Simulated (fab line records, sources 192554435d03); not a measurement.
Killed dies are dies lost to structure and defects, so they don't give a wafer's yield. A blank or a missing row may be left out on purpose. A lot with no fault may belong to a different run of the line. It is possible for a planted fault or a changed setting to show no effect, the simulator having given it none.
Which of the tools did it?    flow n5 finfet    24 lots with 72 wafers sampled at 3 steps, on a route of 1938 steps

WHAT THE GAUGES READ, wafer by wafer
N5_BEOL_M2_OVL_MEAS_29. Usual: V1_OVL gives 0.2 nm (standard deviation 0.73).
lot   measured      on          V1_OVL (nm)     flag
L074  day 6 19:15   overlay-01  -0.1 0.4 0.4    
L075  day 6 20:30   overlay-02  -0.4 0.1 -0.5   
L076  day 6 22:32   overlay-01  -0.1 0.6 -0.7   
L077  day 7 10:04   overlay-02  -0.3 0.5 -0.6   
L078  day 7 17:07   overlay-02  -1.8 -0.5 -1.3  
L079  day 7 17:23   overlay-01  0.8 1.3 1.5     
L080  day 7 22:36   overlay-01  0.8 0.7 0.5     
L081  day 8 07:09   overlay-01  0.8 0.9 1.1     
L082  day 8 14:46   overlay-01  -1.0 -1.0 0.0   
L083  day 8 20:18   overlay-01  0.2 0.9 1.4     
L084  day 9 00:37   overlay-01  0.8 0.8 0.2     
L085  day 9 15:58   overlay-02  0.9 -0.5 0.0    
L086  day 9 16:22   overlay-01  1.1 0.5 0.4     
L087  day 9 21:19   overlay-02  0.0 -0.2 -0.4   
L088  day 9 22:08   overlay-01  0.2 0.6 -0.4    
L089  day 10 08:49  overlay-02  0.0 0.7 0.6     
L091  day 10 16:12  overlay-02  0.6 1.4 0.6     
L090  day 10 16:28  overlay-02  -0.1 0.5 0.5    
L093  day 11 07:40  overlay-02  -1.1 -1.3 -1.2  
L092  day 11 19:43  overlay-01  1.6 1.4 1.2     
L094  day 12 04:44  overlay-02  1.1 0.9 1.0     
L095  day 12 06:53  overlay-01  0.1 0.4 -0.8    
L096  day 12 09:30  overlay-01  0.5 0.1 0.6     
L097  day 12 16:02  overlay-01  -0.7 -0.4 -1.2  

WHICH TOOL RAN EACH LOT (tool, then ch and the chambers of the sampled wafers, then the start)
lot   N5_BEOL_M2_HM_DEP_02          N5_BEOL_M2_ETCH_63
L074  pvd sputter-03, day 6 17:38   rie diel-05 ch 1,2,3, day 6 18:19
L075  pvd sputter-03, day 6 18:49   rie diel-02 ch 0,3, day 6 19:38
L076  pvd sputter-01, day 6 20:56   rie diel-02 ch 0,3, day 6 21:47
L077  pvd sputter-01, day 7 08:32   rie diel-04 ch 0,1, day 7 09:07
L078  pvd sputter-02, day 7 15:34   rie diel-04 ch 0,2, day 7 16:15
L079  pvd sputter-01, day 7 15:40   rie diel-02 ch 0,2,3, day 7 16:25
L080  pvd sputter-03, day 7 21:09   rie diel-04 ch 0,2,3, day 7 21:50
L081  pvd sputter-01, day 8 05:40   rie diel-04 ch 0,2,3, day 8 06:15
L082  pvd sputter-03, day 8 13:20   rie diel-02 ch 1,2,3, day 8 14:02
L083  pvd sputter-01, day 8 18:50   rie diel-04 ch 0,2, day 8 19:25
L084  pvd sputter-02, day 8 22:57   rie diel-02 ch 2,3, day 8 23:46
L085  pvd sputter-01, day 9 14:31   rie diel-02 ch 0,1,3, day 9 15:06
L086  pvd sputter-03, day 9 14:47   rie diel-02 ch 0,1, day 9 15:29
L087  pvd sputter-01, day 9 19:34   rie diel-02 ch 0,1,3, day 9 20:33
L088  pvd sputter-03, day 9 20:47   rie diel-05 ch 0,1,2, day 9 21:25
L089  pvd sputter-03, day 10 07:31  rie diel-02 ch 0,3, day 10 08:05
L091  pvd sputter-01, day 10 14:36  rie diel-05 ch 1,2, day 10 15:18
L090  pvd sputter-01, day 10 15:01  rie diel-04 ch 0,2,3, day 10 15:35
L093  pvd sputter-03, day 11 06:22  rie diel-02 ch 1,3, day 11 06:56
L092  pvd sputter-03, day 11 18:08  rie diel-05 ch 0,1,2, day 11 18:50
L094  pvd sputter-01, day 12 03:17  rie diel-05 ch 0,1,2, day 12 03:54
L095  pvd sputter-01, day 12 05:26  rie diel-05 ch 0,2,3, day 12 06:00
L096  pvd sputter-01, day 12 07:56  rie diel-05 ch 0,1,3, day 12 08:38
L097  pvd sputter-02, day 12 14:36  rie diel-05 ch 0,3, day 12 15:10
- N5_BEOL_M2_HM_DEP_02: deposits TiN, target thk 20 nm.
- N5_BEOL_M2_ETCH_63: etches SiARC in CF4, target depth 15.6 nm, time 26 s.

AS READ BY THE TOOLS THEMSELVES (means over the sampled wafers that have a number; for cases with no such wafer, the mark the record gives instead)
N5_BEOL_M2_HM_DEP_02. Usual: susceptor temp C 25.01 C, standard deviation 0.096; throttle valve pct 30.0 %, standard deviation 1.5.
lot   tool            susceptor temp C (C)  throttle valve pct (%)  flag
L074  pvd sputter-03  25.13                 31.5                    
L075  pvd sputter-03  24.95                 31.5                    
L076  pvd sputter-01  25.05                 28.0                    
L077  pvd sputter-01  25.04                 29.3                    
L078  pvd sputter-02  25.03                 29.4                    
L079  pvd sputter-01  24.96                 29.4                    
L080  pvd sputter-03  25.00                 31.5                    
L081  pvd sputter-01  25.11                 28.9                    
L082  pvd sputter-03  24.94                 31.4                    
L083  pvd sputter-01  24.98                 28.7                    
L084  pvd sputter-02  25.07                 30.2                    
L085  pvd sputter-01  25.00                 30.1                    
L086  pvd sputter-03  24.91                 31.2                    
L087  pvd sputter-01  25.07                 29.0                    
L088  pvd sputter-03  24.91                 31.5                    
L089  pvd sputter-03  25.01                 31.4                    
L091  pvd sputter-01  25.16                 28.8                    
L090  pvd sputter-01  25.00                 29.4                    
L093  pvd sputter-03  24.93                 31.2                    
L092  pvd sputter-03  25.01                 31.6                    
L094  pvd sputter-01  25.03                 28.3                    
L095  pvd sputter-01  24.93                 27.9                    
L096  pvd sputter-01  25.01                 29.4                    
L097  pvd sputter-02  24.98                 29.4                    

N5_BEOL_M2_ETCH_63. Usual: for drypump motor current A, 5.8 A with a standard deviation of 0.42; for etch rf on time s, 26.4 s with a standard deviation of 0.98; for mfc ar sccm, 100.0 sccm with a standard deviation of 0.32; for oes product au, 0.66 a.u. with a standard deviation of 0.09; for rf vpp V, 183.8 V with a standard deviation of 1.4; for showerhead plenum p Torr, 2.12 Torr with a standard deviation of 0.083; for throttle valve pct, 15.52 % with a standard deviation of 0.26.
lot   tool         drypump motor current A (A)  etch rf on time s (s)  mfc ar sccm (sccm)  oes product au (a.u.)  rf vpp V (V)  showerhead plenum p Torr (Torr)  throttle valve pct (%)  flag
L074  rie diel-05  5.7                          25.9                   99.8                0.71                   183.5         2.11                             15.64                   
L075  rie diel-02  6.3                          26.5                   99.8                0.59                   183.5         2.07                             15.44                   
L076  rie diel-02  6.4                          27.3                   99.7                0.59                   184.2         2.10                             15.40                   
L077  rie diel-04  5.5                          26.0                   99.8                0.65                   185.1         2.23                             15.50                   
L078  rie diel-04  5.4                          26.1                   99.6                0.69                   184.7         2.22                             15.70                   
L079  rie diel-02  6.1                          26.6                   100.0               0.58                   183.9         2.09                             15.57                   
L080  rie diel-04  5.6                          26.4                   99.8                0.71                   184.5         2.17                             15.55                   
L081  rie diel-04  5.6                          26.6                   100.2               0.70                   184.0         2.17                             15.56                   
L082  rie diel-02  6.0                          26.9                   100.0               0.65                   184.0         2.13                             15.45                   
L083  rie diel-04  5.5                          26.3                   100.1               0.68                   185.9         2.22                             15.72                   
L084  rie diel-02  5.9                          26.6                   100.1               0.58                   182.6         2.11                             15.71                   
L085  rie diel-02  6.2                          26.8                   99.9                0.64                   184.0         2.11                             15.35                   
L086  rie diel-02  6.0                          26.7                   100.2               0.70                   183.7         2.13                             15.26                   
L087  rie diel-02  6.2                          27.2                   99.8                0.63                   183.8         2.11                             15.35                   
L088  rie diel-05  5.6                          26.0                   99.9                0.68                   184.3         2.13                             15.49                   
L089  rie diel-02  6.4                          26.8                   99.8                0.57                   184.4         2.09                             15.46                   
L091  rie diel-05  5.6                          27.4                   99.9                0.60                   182.6         2.05                             15.64                   
L090  rie diel-04  5.7                          26.1                   99.6                0.68                   183.8         2.16                             15.61                   
L093  rie diel-02  6.1                          27.4                   99.7                0.68                   183.8         2.14                             15.24                   
L092  rie diel-05  5.6                          26.1                   100.1               0.66                   183.8         2.12                             15.53                   
L094  rie diel-05  5.6                          26.3                   99.9                0.66                   183.4         2.12                             15.52                   
L095  rie diel-05  5.3                          25.7                   100.1               0.70                   183.0         2.08                             15.52                   
L096  rie diel-05  5.6                          25.3                   100.1               0.72                   184.1         2.17                             15.59                   
L097  rie diel-05  5.4                          24.7                   100.1               0.76                   183.9         2.14                             15.58                   

THE ANSWER, worked out from the rows above alone
Rule: a lot is off if the mean of its wafers that have a number lies more than 3 standard deviations from the usual mean. A lot without any number at a reading at which 4 lots or more have one is off too. All remaining lots with rows at the step are treated as sound. After the gauges, taken in route order, come the tools' own readings; for these a lot's mean is taken, as printed above. The first step at which some lot is off is used, and at that step the reading that is off furthest; a lot without a number counts as furthest.
No lot is off on any of the readings shown, so nothing can be concluded from this.

WHAT HAD BEEN PUT IN BY THE SIMULATOR
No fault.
